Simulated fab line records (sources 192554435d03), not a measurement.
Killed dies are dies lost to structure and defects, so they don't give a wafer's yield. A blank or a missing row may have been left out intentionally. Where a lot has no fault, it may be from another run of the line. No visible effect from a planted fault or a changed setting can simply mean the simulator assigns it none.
Problem report, 8D (eight disciplines) form, completed by code ; flow n5_finfet ; the parts of the form that need people (team, actions taken, sign-off) are left out

## 1. THE PROBLEM
VT_P_LONG at N5_BEOL_M4_RC_MEAS_101 reads a mean of -495.2 mV on 9 wafers of 3 lots; wafers without a fault read -275.2 mV with a standard deviation of 2.8. Measured from the usual mean, that is -79 standard deviations.
First observed at day 12 21:49: wafer L999.1, on prober-01. Wafers with a number at this step in the record: 23, from 8 lots. The rule behind "out" and "out of limits": a value lying over 4 standard deviations away from the usual mean. All remaining wafers that have a number are taken as sound.

## 2. WHAT THIS IS AND IS NOT
question;is;is not
which readings at this step;VT_P_LONG, DIBL_P, IOFF_P, IOFF_P_85C, IOFF_P_LIN, IOFF_P_LONG, ION_P, REXT_P, VT_P, VT_P_LVT;DIBL_N, IOFF_N, ION_N, SS_N, VT_N
which lots;L100, L998, L999;L104, L981, L982, L987, L989
which wafers of those lots;all that have a number;-
read on which gauges;prober-01, prober-02;-
when;from day 12 21:49;"up to then (12 sound wafers); but 2 sound wafers of L104 came after"

## 3. SUSPECTS, AND WHAT RULES EACH OUT
Counting: any tool at a process step up to the reading is kept as a suspect provided that every lot that is out went through it and no sound lot did after the first of them.
- ruled out: the gauge at N5_BEOL_M4_RC_MEAS_101. Those wafers that are out were read across 2 gauges (prober-01, prober-02).
- rie_si-03 at N5_PMOS_HMC_CHANNEL_EPI_FIN_RECESS_16 (chemistry HBr/Cl2, target Si, target depth 54 nm, time 18 s): kept. All lots that are out passed through it, beginning with L998 at day 6 00:02, and no sound lot followed; its final sound lot before that point was L989 at day 3 17:47.
The count leaves rie_si-03 at N5_PMOS_HMC_CHANNEL_EPI_FIN_RECESS_16.

## 4. THE CAUSE (what the simulator had put in)
Whole step skipped at N5_PMOS_HMC_CHANNEL_EPI_FIN_RECESS_16 on rie_si-03, starting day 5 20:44. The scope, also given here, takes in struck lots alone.
Only this tool survived the counting.

## 5. SEQUENCE OF EFFECTS, ordered by route
Each row: a reading where the mean over the struck wafers with a number is more than 3 standard deviations away from the usual. Readings are gone through only where the record gives a usual standard deviation; hours: the median, over the lots, of the time from a lot's start at the first step in this table giving one to that lot's start at this step; sigmas: the change measured in usual standard deviations.
hours;step;reading;usual;on struck wafers;change;sigmas
0;N5_BEOL_M4_RC_MEAS_101;DIBL_P;36.2 mV/V;56.0;+19.8;+6.6
0;N5_BEOL_M4_RC_MEAS_101;IOFF_P;0.21 nA/um;0.00;-0.21;-4.3
0;N5_BEOL_M4_RC_MEAS_101;IOFF_P_85C;3.7 nA/um;0.1;-3.6;-5.2
0;N5_BEOL_M4_RC_MEAS_101;IOFF_P_LIN;0.100 nA/um;0.001;-0.099;-5.8
0;N5_BEOL_M4_RC_MEAS_101;IOFF_P_LONG;0.000106 nA/um;0.000029;-0.000077;-7.7
0;N5_BEOL_M4_RC_MEAS_101;ION_P;461 uA/um;115;-346;-40
0;N5_BEOL_M4_RC_MEAS_101;REXT_P;100.4 ohm.um;79.3;-21.1;-9.2
0;N5_BEOL_M4_RC_MEAS_101;SS_P;73.4 mV/dec;76.8;+3.4;+3.7
0;N5_BEOL_M4_RC_MEAS_101;VT_P;-250 mV;-417;-167;-42
0;N5_BEOL_M4_RC_MEAS_101;VT_P_LONG;-275.2 mV;-495.2;-220.0;-79
0;N5_BEOL_M4_RC_MEAS_101;VT_P_LVT;-99 mV;-265;-166;-43
106;N5_PASSIVATION_PROBE_49;sort_bin_8_speed;0.2 %;91.2;+91.0;+70
106;N5_PASSIVATION_PROBE_49;sort_n_pass;1080;0;-1080;-47
106;N5_PASSIVATION_PROBE_49;sort_yield_pct;91.5 %;0.0;-91.5;-48
The process steps in it:
- N5_PASSIVATION_PROBE_49
Readings that are blank on the struck wafers while sound wafers have them: HBr_flow_sccm at N5_PMOS_HMC_CHANNEL_EPI_FIN_RECESS_16; bias_w at N5_PMOS_HMC_CHANNEL_EPI_FIN_RECESS_16; drypump_motor_current_A at N5_PMOS_HMC_CHANNEL_EPI_FIN_RECESS_16; oes_product_au at N5_PMOS_HMC_CHANNEL_EPI_FIN_RECESS_16; throttle_valve_pct at N5_PMOS_HMC_CHANNEL_EPI_FIN_RECESS_16; FIN_CORE_OVL at N5_FIN_SAQP_OVL_MEAS_17.

## 6. HOW IT WOULD HAVE BEEN CAUGHT EARLIER
169 hours passed between the start of the fault at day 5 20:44 and the first reading out of limits at a measuring or inspecting step in this record, taken at day 12 21:49.
Between N5_PMOS_HMC_CHANNEL_EPI_FIN_RECESS_16 and N5_BEOL_M4_RC_MEAS_101, N5_FIN_SAQP_OVL_MEAS_17 gave no FIN_CORE_OVL on the struck wafers, where sound wafers have one: a measuring or inspecting step that comes back empty is itself a sign.
At N5_PMOS_HMC_CHANNEL_EPI_FIN_RECESS_16 the tool's readings are blank on the struck wafers, where sound wafers have them: an empty tool record is the first sign, and it was there at once.
All the lots that are out (3) had begun N5_PMOS_HMC_CHANNEL_EPI_FIN_RECESS_16 on rie_si-03 by day 12 21:49. A hold on the tool at that time would have spared none of them.
